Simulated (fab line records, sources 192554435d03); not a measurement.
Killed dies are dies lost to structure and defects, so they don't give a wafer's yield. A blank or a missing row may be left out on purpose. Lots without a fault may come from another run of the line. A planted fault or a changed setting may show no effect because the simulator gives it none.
Which tool did it? | flow n5_finfet | 9 lots, 25 wafers sampled, at 6 steps of a route of 1938

WHAT THE GAUGES READ, wafer by wafer
N5_BEOL_M2_CD_MEAS_28: target cd 26.2 nm, target cd y 24.1 nm.
lot  | measured     | on        | cd_nm (nm)
L697 | day 6 23:34  | cd_sem-03 | 26.13 26.14 26.06
L698 | day 7 05:34  | cd_sem-03 | 26.46 25.98 26.14
L701 | day 7 18:55  | cd_sem-02 | 26.07 25.79 26.13
L702 | day 8 00:04  | cd_sem-02 | 25.96 26.26 26.38
L709 | day 9 21:49  | cd_sem-01 | 26.13 26.27 25.98
L711 | day 10 05:01 | cd_sem-01 | 26.53 25.93 26.08
L714 | day 11 03:08 | cd_sem-03 | 26.00 26.24
L713 | day 11 03:18 | cd_sem-03 | 26.09 26.49
L718 | day 12 06:34 | cd_sem-03 | 25.82 26.16 26.07

N5_BEOL_M2_INSPECT_30: inspects for defects (brightfield).
lot  | measured     | on                | raw_defect_count
L697 | day 6 23:40  | defect_inspect-01 | 365 311 315
L698 | day 7 05:39  | defect_inspect-01 | 437 289 448
L701 | day 7 19:00  | defect_inspect-01 | 394 431 439
L702 | day 8 00:10  | defect_inspect-02 | 408 362 440
L709 | day 9 21:53  | defect_inspect-02 | 818 1068 841
L711 | day 10 05:06 | defect_inspect-02 | 978 957 1058
L714 | day 11 03:14 | defect_inspect-02 | 374 474
L713 | day 11 03:23 | defect_inspect-02 | 284 324
L718 | day 12 06:39 | defect_inspect-01 | 514 410 387

N5_BEOL_M4_RC_MEAS_101.
lot  | measured     | on        | DIBL_N (mV/V)  | DIBL_P (mV/V)  | IOFF_N (nA/um) | IOFF_P (nA/um) | ION_N (uA/um) | ION_P (uA/um) | SS_N (mV/dec)  | SS_P (mV/dec)  | VT_N (mV)   | VT_P (mV)
L697 | day 8 03:50  | prober-01 | 39.8 37.9 39.4 | 37.1 35.5 36.5 | 0.20 0.17 0.19 | 0.26 0.24 0.25 | 678 679 666   | 469 473 460   | 72.1 71.9 72.7 | 73.7 73.5 73.9 | 249 247 247 | -245 -246 -246
L698 | day 8 11:43  | prober-02 | 35.4 36.8 38.4 | 36.4 37.3 40.0 | 0.17 0.20 0.23 | 0.22 0.23 0.28 | 661 678 680   | 459 460 461   | 72.0 72.4 72.7 | 74.1 74.3 74.9 | 250 245 243 | -251 -250 -248
L701 | day 9 00:05  | prober-01 | 37.5 38.7 39.7 | 36.5 37.5 39.3 | 0.18 0.21 0.24 | 0.23 0.27 0.32 | 673 697 686   | 463 474 464   | 71.3 72.4 72.7 | 73.2 73.8 74.3 | 247 246 242 | -248 -245 -242
L702 | day 9 04:12  | prober-01 | 38.5 38.6 39.4 | 37.8 37.6 37.8 | 0.21 0.19 0.20 | 0.25 0.24 0.25 | 682 673 678   | 463 457 463   | 72.4 72.1 73.1 | 73.7 74.1 74.3 | 245 249 249 | -249 -250 -248
L709 | day 11 02:44 | prober-01 | 40.5 42.0 40.0 | 39.9 42.1 37.6 | 0.23 0.27 0.20 | 0.26 0.30 0.21 | 696 694 666   | 469 470 452   | 72.1 73.8 73.2 | 74.7 74.8 73.8 | 244 246 249 | -249 -244 -251
L711 | day 11 07:45 | prober-02 | 36.7 36.1 38.2 | 37.9 37.2 38.9 | 0.18 0.16 0.19 | 0.20 0.19 0.22 | 693 675 673   | 467 455 460   | 71.2 70.8 72.4 | 73.5 73.3 73.5 | 249 250 251 | -253 -253 -248
L714 | day 12 11:01 | prober-02 | 34.1 36.6      | 35.0 37.4      | 0.13 0.18      | 0.18 0.21      | 680 669       | 464 456       | 71.4 72.4      | 72.3 73.0      | 249 249     | -251 -252
L713 | day 12 08:22 | prober-02 | 32.8 33.8      | 32.3 34.7      | 0.12 0.15      | 0.17 0.21      | 668 684       | 464 470       | 70.8 71.4      | 73.3 73.4      | 254 248     | -250 -248
L718 | day 13 11:47 | prober-01 | 36.2 36.7 34.0 | 34.9 35.4 31.1 | 0.14 0.14 0.10 | 0.17 0.19 0.13 | 672 673 659   | 461 463 451   | 71.9 71.5 70.7 | 72.5 73.0 71.5 | 251 250 254 | -255 -253 -258

WHICH TOOL RAN EACH LOT (tool, then ch and the chambers of the sampled wafers, then the start)
lot  | N5_BEOL_M2_ETCH_63                 | N5_BEOL_M2_ETCH_77                 | N5_BEOL_M2_ETCH_41
L697 | rie_diel-02 ch 1,3, day 6 22:44    | rie_diel-04 ch 0,2, day 6 23:43    | rie_diel-04 ch 0,1,2, day 8 03:50 or earlier
L698 | rie_diel-01 ch 1,2,3, day 7 04:38  | rie_diel-02 ch 1,2, day 7 05:47    | rie_diel-02 ch 2,3, day 8 11:43 or earlier
L701 | rie_diel-01 ch 0,1,3, day 7 18:04  | rie_diel-02 ch 0,2,3, day 7 19:22  | rie_diel-01 ch 1,3, day 9 00:05 or earlier
L702 | rie_diel-01 ch 0,1, day 7 23:15    | rie_diel-02 ch 1,2,3, day 8 00:14  | rie_diel-01 ch 0,1,2, day 9 04:12 or earlier
L709 | rie_diel-01 ch 0,1,3, day 9 20:59  | rie_diel-04 ch 0,1, day 9 22:20    | rie_diel-04 ch 1,2,3, day 11 02:44 or earlier
L711 | rie_diel-01 ch 0,2,3, day 10 04:10 | rie_diel-01 ch 1,2,3, day 10 05:10 | rie_diel-02 ch 0,1,2, day 11 07:45 or earlier
L714 | rie_diel-04 ch 0,1, day 11 02:19   | rie_diel-01 ch 0,1, day 11 03:19   | rie_diel-01 ch 2,3, day 12 11:01 or earlier
L713 | rie_diel-02 ch 0,1, day 11 02:33   | rie_diel-01 ch 2,3, day 11 03:28   | rie_diel-01 ch 0,2, day 12 08:22 or earlier
L718 | rie_diel-02 ch 0,1,2, day 12 05:44 | rie_diel-04 ch 0,1,3, day 12 06:43 | rie_diel-04 ch 0,1,3, day 13 11:47 or earlier
- N5_BEOL_M2_ETCH_63: etches SiARC in CF4, target depth 15.6 nm, time 26 s.
- N5_BEOL_M2_ETCH_77: etches underlayer in N2/H2, target depth 6.5 nm, time 5.2 s.
- N5_BEOL_M2_ETCH_41: etches SiCN in CH3F/O2, target depth 29.9 nm, time 52.5 s.

WHAT THE TOOLS THEMSELVES READ (means of the sampled wafers that have a number; where no wafer has one, the mark that the record gives instead)
N5_BEOL_M2_ETCH_63.
lot  | tool        | cf4_flow_sccm (sccm) | drypump_motor_current_A (A) | etch_rf_on_time_s (s) | oes_product_au (a.u.) | rf_vpp_V (V) | showerhead_plenum_p_Torr (Torr) | throttle_valve_pct (%)
L697 | rie_diel-02 | 99.95                | 5.8                         | 26.1                  | 0.66                  | 185.0        | 2.20                            | 15.7
L698 | rie_diel-01 | 100.23               | 5.9                         | 25.9                  | 0.71                  | 184.2        | 2.18                            | 15.7
L701 | rie_diel-01 | 100.48               | 5.8                         | 26.1                  | 0.71                  | 183.8        | 2.13                            | 15.8
L702 | rie_diel-01 | 99.70                | 5.8                         | 26.5                  | 0.75                  | 184.3        | 2.14                            | 15.6
L709 | rie_diel-01 | 99.97                | 5.8                         | 26.2                  | 0.68                  | 184.3        | 2.12                            | 15.8
L711 | rie_diel-01 | 100.02               | 6.0                         | 26.5                  | 0.69                  | 184.2        | 2.13                            | 15.8
L714 | rie_diel-04 | 99.95                | 6.2                         | 25.9                  | 0.72                  | 183.3        | 2.12                            | 15.3
L713 | rie_diel-02 | 99.84                | 6.1                         | 25.4                  | 0.68                  | 184.3        | 2.15                            | 15.8
L718 | rie_diel-02 | 100.06               | 6.1                         | 25.7                  | 0.66                  | 184.4        | 2.15                            | 15.6

N5_BEOL_M2_ETCH_77.
lot  | tool        | drypump_motor_current_A (A) | etch_rf_on_time_s (s) | oes_product_au (a.u.) | rf_vpp_V (V) | showerhead_plenum_p_Torr (Torr) | throttle_valve_pct (%)
L697 | rie_diel-04 | 5.6                         | 5.14                  | 0.66                  | 525.8        | 2.62                            | 17.8
L698 | rie_diel-02 | 6.2                         | 5.17                  | 0.73                  | 524.5        | 2.58                            | 17.7
L701 | rie_diel-02 | 5.8                         | 5.18                  | 0.65                  | 525.3        | 2.58                            | 17.9
L702 | rie_diel-02 | 6.0                         | 5.24                  | 0.68                  | 525.5        | 2.59                            | 17.7
L709 | rie_diel-04 | 6.4                         | 5.36                  | 0.71                  | 523.7        | 2.51                            | 17.7
L711 | rie_diel-01 | 6.0                         | 5.16                  | 0.75                  | 525.6        | 2.59                            | 17.8
L714 | rie_diel-01 | 5.8                         | 5.35                  | 0.68                  | 522.1        | 2.50                            | 18.0
L713 | rie_diel-01 | 6.0                         | 5.20                  | 0.72                  | 526.0        | 2.57                            | 17.9
L718 | rie_diel-04 | 5.9                         | 5.22                  | 0.74                  | 524.4        | 2.52                            | 17.8

N5_BEOL_M2_ETCH_41.
lot  | tool        | CH3F_flow_sccm (sccm) | drypump_motor_current_A (A) | oes_product_au (a.u.) | rf_vpp_V (V) | showerhead_plenum_p_Torr (Torr) | throttle_valve_pct (%)
L697 | rie_diel-04 | 29.93                 | 6.0                         | 0.83                  | 297.4        | 2.02                            | 16.19
L698 | rie_diel-02 | 30.07                 | 5.7                         | 0.75                  | 298.7        | 2.05                            | 16.29
L701 | rie_diel-01 | 29.97                 | 5.7                         | 0.86                  | 297.9        | 2.03                            | 16.49
L702 | rie_diel-01 | 30.03                 | 6.1                         | 0.88                  | 297.7        | 2.00                            | 16.27
L709 | rie_diel-04 | 29.99                 | 5.7                         | 0.72                  | 297.3        | 1.99                            | 16.56
L711 | rie_diel-02 | 30.03                 | 6.1                         | 0.78                  | 297.7        | 2.01                            | 16.32
L714 | rie_diel-01 | 29.98                 | 6.0                         | 0.84                  | 297.4        | 2.02                            | 16.38
L713 | rie_diel-01 | 29.98                 | 6.2                         | 0.79                  | 297.4        | 1.96                            | 16.38
L718 | rie_diel-04 | 30.01                 | 5.9                         | 0.87                  | 297.5        | 1.97                            | 16.17

THE ANSWER, worked out from the rows above alone
Rule: what is usual is taken from the lots themselves. Put in order of their means at a reading, lots are off if they are a third of the lots or fewer, leave a main group of 4 or more, and stand apart from it by a gap of 3 or more times the standard deviation of the main group's means; of several such gaps the widest counts. A main group whose means are all the same, to the digits that the tables above print for the reading, isn't used. A lot without any number at a reading at which 4 lots or more have one is off too. The other lots that the step has rows for count as sound. The gauges are gone through in route order, then the tools' own readings, and for those a lot's mean is taken as printed above. The first step at which some lot is off is used, and at that step the reading that is off furthest; a lot without a number counts as furthest.
Off: L709, L711, at N5_BEOL_M2_INSPECT_30 (raw_defect_count). The main group: mean 387, standard deviation 47.
A tool fits if, at a process step before that reading, it ran every lot that is off, and no sound lot after the first of them. The gauges at N5_BEOL_M2_INSPECT_30 are tried like those tools. One fits: rie_diel-01 at N5_BEOL_M2_ETCH_63. Its last sound lot is L702 (day 7 23:15), its first lot that is off L709 (day 9 20:59): a fault that began between those two fits.

WHAT THE SIMULATOR HAD PUT IN
Chamber particle source: rie_diel-01, from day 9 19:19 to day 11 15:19, at N5_BEOL_M2_ETCH_63. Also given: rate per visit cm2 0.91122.
Lots struck among those shown: L709, L711. The rule above found the same.
